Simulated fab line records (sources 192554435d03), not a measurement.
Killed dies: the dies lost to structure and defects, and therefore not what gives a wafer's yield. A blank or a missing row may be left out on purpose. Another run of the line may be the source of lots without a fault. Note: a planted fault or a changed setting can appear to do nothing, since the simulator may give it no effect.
Split-lot trial -- flow n5 finfet -- on a route of 1938 steps: 7 lots, 21 wafers read

THE SPLIT ITSELF
At N5_BEOL_M15_DEP_53 (deposits SiCN from 3MS/NH3, target thk 50 nm, time 17.8 s), the setting time s was moved away from the recipe's 17.8 s on 9 of the 21 wafers read, by -12.3% to +11.2%. The other wafers ran this setting at the recipe's value.

The reading comes from the split's own step.

THE READING
SiCN_of_BEOL_M15_DEP_53.thk nm (the simulator's own value, which no gauge read), in nm, at N5_BEOL_M15_DEP_53 (deposits SiCN from 3MS/NH3, target thk 50 nm, time 17.8 s). The file gives no usual value for it. Average 50.4 nm, standard deviation 0.61 nm, over the 12 wafers here run with the recipe.

wafer,"tool, chamber at the split","time s as run, s",against the recipe,"SiCN_of_BEOL_M15_DEP_53.thk nm, nm",against lot-mates on the recipe
L075.2,"pecvd-02, 2",17.8,recipe,49.8,-
L075.4,"pecvd-02, 0",16.53,-7.1%,46,-4.2
L075.6,"pecvd-02, 2",17.8,recipe,50.6,-
L076.2,"pecvd-03, 0",17.8,recipe,49.8,-
L076.4,"pecvd-03, 0",15.61,-12.3%,44.8,-5.0
L076.6,"pecvd-03, 2",15.61,-12.3%,45.4,-4.4
L079.1,"pecvd-04, 0",19.23,+8.0%,54.2,+3.4
L079.4,"pecvd-04, 0",19.23,+8.0%,54.8,+4.0
L079.6,"pecvd-04, 0",17.8,recipe,50.8,-
L083.2,"pecvd-03, 2",17.8,recipe,49.6,-
L083.4,"pecvd-03, 1",17.8,recipe,50.8,-
L083.5,"pecvd-03, 2",17.8,recipe,49.8,-
L087.1,"pecvd-03, 1",17.8,recipe,50,-
L087.5,"pecvd-03, 1",17.8,recipe,50.4,-
L087.6,"pecvd-03, 2",19.8,+11.2%,56,+5.8
L092.1,"pecvd-02, 1",19.56,+9.9%,54,no lot-mate on the recipe
L092.5,"pecvd-02, 2",19.56,+9.9%,55.8,no lot-mate on the recipe
L092.6,"pecvd-02, 1",19.56,+9.9%,55.2,no lot-mate on the recipe
L096.2,"pecvd-03, 0",17.8,recipe,50.6,-
L096.3,"pecvd-03, 2",17.8,recipe,50.8,-
L096.4,"pecvd-03, 2",17.8,recipe,51.8,-

THE FIT
A straight line over all 21 wafers: SiCN_of_BEOL_M15_DEP_53.thk nm changes by +0.472 nm for each +1% of time s; r = +0.98; the points scatter about the line by 0.66 nm.
The same after taking each lot's own level away (the mean of its wafers on the recipe; 18 wafers): +0.444 nm for each +1%; r = +0.98; scatter 0.57 nm.
According to that fit, moving time s by its largest amount changes the reading by 5.5 nm.
From 49.80 to 51.07 nm: that is the span of the lots' own levels, equal to 2.1 times the standard deviation above.
The two slopes are in agreement: the lot-to-lot level therefore moves the slope only a little.
Check: for one of the wafers moved furthest among these (-12.3%), held out of the fit, the line's prediction against its lot-mates is -5.54 nm. It came out at -5 nm against them.

THE OTHER SPLITS THESE WAFERS WENT THROUGH
Other splits were also applied to these wafers ahead of the reading. Each is held against what the fit with the lots' levels taken away leaves over:
other split on the same wafers,wafers away from the commonest value,r with SiCN_of_BEOL_M15_DEP_53.thk nm (lot level and that fit taken away)
N5_BEOL_M12_SPUTTER_43 power w,6,+0.13
N5_BEOL_M15_SPUTTER_44 power w,6,+0.05

FILE'S OWN FIT
SiCN_of_BEOL_M15_DEP_53.thk nm changes by +0.465 nm for each +1% of time s, r = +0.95.
